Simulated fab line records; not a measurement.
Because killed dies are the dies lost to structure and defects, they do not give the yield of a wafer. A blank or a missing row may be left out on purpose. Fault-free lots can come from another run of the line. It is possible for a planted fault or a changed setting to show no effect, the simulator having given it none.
Split-lot study + flow n5_finfet + 7 lots, 21 wafers read, on a route of 1938 steps

== ON THE SPLIT ==
At N5_BEOL_M7_COAT_60 (time 60 s, resist thk 35 nm), the setting spin_rpm was moved away from the recipe's 1500 rpm on 10 of the 21 wafers read, by -9.3% to +10.0%. For the rest of the wafers, this setting stayed at what the recipe calls for.

No step appears in the file between the split and the reading.

== THE READING ==
CAR-ArF_of_BEOL_M7_COAT_05.thk_nm (the simulator's own value, which no gauge read), in nm, at N5_BEOL_M7_ETCH_61 (etches SiARC in CF4, target depth 45.5 nm, time 75.8 s). No usual value for it is given in the file. Across the 11 wafers here that went through the recipe, the average is 50.8 nm and the standard deviation 0.25 nm.

| wafer  | tool, chamber at the split | spin_rpm as run, rpm | against the recipe | CAR-ArF_of_BEOL_M7_COAT_05.thk_nm, nm | against lot-mates on the recipe |
|--------|----------------------------|----------------------|--------------------|---------------------------------------|---------------------------------|
| L075.1 | litho_track-05, 0          | 1650                 | +10.0%             | 52.6                                  | no lot-mate on the recipe       |
| L075.3 | litho_track-05, 0          | 1650                 | +10.0%             | 52.6                                  | no lot-mate on the recipe       |
| L075.6 | litho_track-05, 0          | 1650                 | +10.0%             | 52.8                                  | no lot-mate on the recipe       |
| L080.2 | litho_track-01, 0          | 1500                 | recipe             | 50.4                                  | -                               |
| L080.4 | litho_track-01, 0          | 1500                 | recipe             | 51                                    | -                               |
| L080.6 | litho_track-01, 0          | 1623                 | +8.2%              | 51.8                                  | +1.1                            |
| L082.2 | litho_track-02, 0          | 1361                 | -9.3%              | 49.2                                  | -1.6                            |
| L082.4 | litho_track-02, 0          | 1361                 | -9.3%              | 49.4                                  | -1.4                            |
| L082.6 | litho_track-02, 0          | 1500                 | recipe             | 50.8                                  | -                               |
| L091.3 | litho_track-05, 0          | 1409                 | -6.1%              | 49.4                                  | -1.2                            |
| L091.4 | litho_track-05, 0          | 1500                 | recipe             | 50.6                                  | -                               |
| L091.5 | litho_track-05, 0          | 1409                 | -6.1%              | 49.4                                  | -1.2                            |
| L097.1 | litho_track-05, 0          | 1500                 | recipe             | 51                                    | -                               |
| L097.3 | litho_track-05, 0          | 1500                 | recipe             | 51.2                                  | -                               |
| L097.6 | litho_track-05, 0          | 1500                 | recipe             | 51                                    | -                               |
| L094.2 | litho_track-01, 0          | 1637                 | +9.1%              | 52                                    | +1.6                            |
| L094.3 | litho_track-01, 0          | 1637                 | +9.1%              | 52                                    | +1.6                            |
| L094.4 | litho_track-01, 0          | 1500                 | recipe             | 50.4                                  | -                               |
| L096.1 | litho_track-01, 0          | 1500                 | recipe             | 51                                    | -                               |
| L096.2 | litho_track-01, 0          | 1500                 | recipe             | 50.8                                  | -                               |
| L096.3 | litho_track-01, 0          | 1500                 | recipe             | 51                                    | -                               |

THE FIT
A straight line over all 21 wafers: CAR-ArF_of_BEOL_M7_COAT_05.thk_nm changes by +0.169 nm for each +1% of spin_rpm; r = +0.97; the points scatter about the line by 0.28 nm.
The same after taking each lot's own level away (the mean of its wafers on the recipe; 18 wafers): +0.168 nm for each +1%; r = +0.99; scatter 0.16 nm.
On that fit, the largest move of spin_rpm shifts the reading by 1.7 nm.
The span of the lots' own levels, 50.40 to 51.07 nm, comes to 2.6 times the standard deviation stated above.
Consequently the slope shifts little with the lot-to-lot level, the two slopes agreeing.
Check: for one of the wafers moved furthest among these (-9.3%), held out of the fit, the line's prediction against its lot-mates is -1.57 nm. It came out at -1.6 nm against them.

== OTHER SPLITS ON THESE WAFERS ==
Before the reading, these wafers also passed through other splits. Each is held against what the fit with the lots' levels taken away leaves over:
| other split on the same wafers | wafers away from the commonest value | r with CAR-ArF_of_BEOL_M7_COAT_05.thk_nm (lot level and that fit taken away) |
|--------------------------------|--------------------------------------|------------------------------------------------------------------------------|
| N5_BEOL_M5_ETCH_41 source_w    | 6                                    | -0.11                                                                        |
| N5_BEOL_M6_ETCH_62 time_s      | 4                                    | -0.21                                                                        |

== THE WHOLE CHAIN: every reading that the file lists as answering this split, in the file's order ==
| step               | what it does                                           | reading                                                                            | change (the file's fit)               | r (the file's) |
|--------------------|--------------------------------------------------------|------------------------------------------------------------------------------------|---------------------------------------|----------------|
| N5_BEOL_M7_COAT_60 | time 60 s, resist thk 35 nm                            | SiARC_of_BEOL_M7_COAT_60.thk_nm (the simulator's own value, which no gauge read)   | -0.167 nm for each +1% of the setting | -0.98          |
| N5_BEOL_M7_ETCH_61 | etches SiARC in CF4, target depth 45.5 nm, time 75.8 s | etch.depth_nm (the simulator's own value, which no gauge read)                     | -0.17 nm for each +1% of the setting  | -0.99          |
| N5_BEOL_M7_ETCH_61 | etches SiARC in CF4, target depth 45.5 nm, time 75.8 s | CAR-ArF_of_BEOL_M7_COAT_05.thk_nm (the simulator's own value, which no gauge read) | +0.164 nm for each +1% of the setting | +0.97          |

== THE FILE'S OWN FIT ==
CAR-ArF_of_BEOL_M7_COAT_05.thk_nm changes by +0.164 nm for each +1% of spin_rpm, r = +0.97.
